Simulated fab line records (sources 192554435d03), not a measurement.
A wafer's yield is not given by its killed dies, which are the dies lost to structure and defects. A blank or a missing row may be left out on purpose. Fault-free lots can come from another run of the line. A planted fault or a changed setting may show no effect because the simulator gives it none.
Matching of chambers	flow n5_finfet	rie_diel-05 running N5_BEOL_M7_STRIP_36: 4 sister chambers
The step strips in N2/H2. 16 wafers are shown with their chamber, then 8 later ones without.

## WAFERS WITH THEIR CHAMBER
wafer	chamber	throttle_valve_pct (%)	showerhead_plenum_p_Torr (Torr)	drypump_motor_current_A (A)
L074.1	0	24.00	2.47	6.4
L074.3	2	23.41	2.58	5.7
L074.6	2	23.42	2.58	5.8
L075.1	2	23.44	2.58	5.7
L075.4	3	23.99	2.62	5.5
L075.5	2	23.43	2.58	5.7
L077.2	0	24.02	2.47	6.4
L077.3	1	23.18	2.56	5.4
L077.6	1	23.19	2.56	5.5
L079.1	2	23.44	2.57	5.7
L079.4	0	24.06	2.46	6.4
L079.5	2	23.42	2.57	5.7
L085.1	2	23.46	2.57	5.7
L085.4	3	24.03	2.62	5.4
L085.5	2	23.44	2.57	5.7
L087.1	3	24.06	2.61	5.5

SIGNATURES, as means of the wafers listed above
reading	chamber 0	chamber 1	chamber 2	chamber 3	scatter within a chamber
throttle_valve_pct	24.0267	23.1850	23.4325	24.0267	0.0226
showerhead_plenum_p_Torr	2.4667	2.5600	2.5750	2.6167	0.00527
drypump_motor_current_A	6.400	5.450	5.713	5.467	0.0412
Rule: for each reading, subtract the chamber's mean from the wafer's reading, divide by that reading's scatter and square the result; add these up over the readings and take the root, which gives the wafer's distance from the chamber. If the next closest chamber is less than 2 further off than the closest, the wafer can't be placed; otherwise it belongs to the closest. The scatter is the square root of a quotient: the sum, over the shown wafers, of each reading's squared deviation from its chamber's mean, divided by wafers minus chambers.

## WAFERS WITH NO CHAMBER GIVEN
wafer	throttle_valve_pct (%)	showerhead_plenum_p_Torr (Torr)	drypump_motor_current_A (A)
L087.5	23.49	2.57	5.8
L087.6	24.06	2.61	5.5
L091.2	23.46	2.56	5.7
L091.4	24.06	2.45	6.4
L091.6	23.44	2.56	5.7
L096.2	23.48	2.56	5.7
L096.4	23.46	2.56	5.8
L096.5	23.24	2.54	5.5

## CHAMBER TAKEN BY EACH
wafer	from the rows above	in truth
L087.5	2	2
L087.6	3	3
L091.2	2	2
L091.4	0	0
L091.6	2	2
L096.2	2	2
L096.4	2	2
L096.5	1	1
Correctly placed: 8 of 8. Number that these rows cannot place: 0. 0 placed wrongly.
